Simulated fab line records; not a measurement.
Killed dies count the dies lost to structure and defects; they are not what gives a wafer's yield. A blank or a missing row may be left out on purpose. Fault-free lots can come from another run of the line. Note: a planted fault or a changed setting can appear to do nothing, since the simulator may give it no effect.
Matching of chambers	flow nand_harc	4 sister chambers for NHARC_A_STAIRCASE_TRIM_12 on rie_diel-03
The step chemistry O2, time 211.2 s. 4 wafers are shown with their chamber, then 9 later ones without.

## EACH WAFER AND ITS CHAMBER
wafer	chamber	showerhead_plenum_p_Torr (Torr)
L088.4	0	3.38
L088.6	1	3.28
L090.3	2	3.56
L090.6	3	3.59

## WAFERS WHOSE CHAMBER IS MISSING
wafer	showerhead_plenum_p_Torr (Torr)
L092.1	3.37
L092.5	3.58
L092.6	3.55
L094.1	3.37
L094.3	3.55
L094.6	3.55
L097.2	3.36
L097.4	3.26
L097.5	3.26

## THE CHAMBER EACH PASSED THROUGH
wafer	from the rows above	in truth
L092.1	0	0
L092.5	can't be placed: 3 or 2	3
L092.6	2	2
L094.1	0	0
L094.3	2	2
L094.6	2	2
L097.2	0	0
L097.4	1	1
L097.5	1	1
Correctly placed: 8 of 9. Cannot be placed on the basis of these rows: 1; the candidates contain the true chamber in 1. Wrongly placed: 0.
How it was worked out, from the rows above alone: a wafer's distance from a chamber is the root of the sum, over the readings, of the square of ((its reading less the chamber's mean) divided by the reading's scatter). The wafer belongs to the nearest chamber; if the next one is less than 2 further off, it can't be placed. The mean given for a chamber averages the wafers shown for that chamber. The scatter (one wafer shown for each chamber): square how far every hidden wafer sits from the nearest shown wafer, average those squares and take the square root.
